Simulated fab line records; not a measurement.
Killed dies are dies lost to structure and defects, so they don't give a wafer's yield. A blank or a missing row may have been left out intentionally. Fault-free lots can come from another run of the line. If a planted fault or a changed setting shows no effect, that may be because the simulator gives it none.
Commonality check across tools ; flow nandHarc ; Sample size 2 lots and 6 wafers

WHAT PROMPTED THE OPENING
Flagged at NHARC_END_SORT_01: reading killedAtArray, on 2 of 2 lots. Wafers without a fault read 28, standard deviation 10.
Rule: a lot is flagged when every wafer of it that has a number lies more than 4 standard deviations from that mean, or none has a number. All remaining lots are regarded as sound.

lot;measured;on;killedAtArray, wafer by wafer;flag
L506;day 23 07:10;prober-02;674 675 676;FLAGGED
L509;day 23 16:33;prober-01;674 676 677;FLAGGED
On average the flagged lots' numbers are 675, which is +647 against the usual, or +65 standard deviations.

EACH LOT AND THE TOOL IT RAN ON
4 process steps preceding the reading are held in the record, out of 1159 steps in the route. Every cell lists first the tool, next ch and the chambers used by the sampled wafers, and last the start.
lot;flag;NHARC_A_CONTACT_DEP_58;NHARC_A_CONTACT_ETCH_77;NHARC_A_CONTACT_ETCH_124;NHARC_A_CONTACT_ETCH_130
L506;FLAGGED;pecvd-02 ch 0,1, day 20 10:02;rieDiel-07 ch 1,2,3, day 20 12:05 or earlier;harCapEtch-03 ch 1, day 20 12:05;harCapEtch-03 ch 1, day 20 13:17
L509;FLAGGED;pecvd-02 ch 0,1,2, day 20 15:02;rieDiel-07 ch 0,2,3, day 20 17:03 or earlier;harCapEtch-01 ch 0,1, day 20 17:03;harCapEtch-01 ch 0,1, day 20 17:56
These steps, and what they do:
- NHARC_A_CONTACT_DEP_58: deposits SiON, target thk 60 nm.
- NHARC_A_CONTACT_ETCH_77: etches the open film in CF4/CHF3, target depth 72.6 nm, time 36.3 s.
- NHARC_A_CONTACT_ETCH_124: etches the open film in C4F8/O2/Ar, time 140 s, target depth 700 nm.
- NHARC_A_CONTACT_ETCH_130: etches the open film in C4F8/O2/Ar, time 155 s, target depth 956 nm.
- NHARC_END_SORT_01

FLAGGED AGAINST TOTAL, ONE TOOL AT A TIME (gauges that did the reading follow at the end)
step;tool;lots run;flagged;share of the flagged lots;sound lots run after its first flagged lot
NHARC_A_CONTACT_DEP_58;pecvd-02;2;2;all;0
NHARC_A_CONTACT_ETCH_77;rieDiel-07;2;2;all;0
NHARC_A_CONTACT_ETCH_124;harCapEtch-01;1;1;some;0
NHARC_A_CONTACT_ETCH_124;harCapEtch-03;1;1;some;0
NHARC_A_CONTACT_ETCH_130;harCapEtch-01;1;1;some;0
NHARC_A_CONTACT_ETCH_130;harCapEtch-03;1;1;some;0
NHARC_END_SORT_01;prober-01;1;1;some;0
NHARC_END_SORT_01;prober-02;1;1;some;0
With no start given for some of its lots, NHARC_A_CONTACT_ETCH_77 uses the hours and lot order of NHARC_A_CONTACT_ETCH_124.

THE TABLE: WHAT IT ALLOWS
Table rows that saw every flagged lot: 2, namely pecvd-02 at NHARC_A_CONTACT_DEP_58 and rieDiel-07 at NHARC_A_CONTACT_ETCH_77.
- pecvd-02 at NHARC_A_CONTACT_DEP_58: 2 of its 2 lots flagged. With no sound lot run before its first flagged lot in this sample, there is nothing to narrow down the start.
- rieDiel-07 at NHARC_A_CONTACT_ETCH_77: 2 of its 2 lots flagged. With no sound lot run before its first flagged lot in this sample, there is nothing to narrow down the start.
Because each of these 2 tools fits a fault that began at some hour, counting lots does not separate them. More lots, or a look at what each step does to the wafer, might.

WHAT THE SIMULATOR HAD INSERTED
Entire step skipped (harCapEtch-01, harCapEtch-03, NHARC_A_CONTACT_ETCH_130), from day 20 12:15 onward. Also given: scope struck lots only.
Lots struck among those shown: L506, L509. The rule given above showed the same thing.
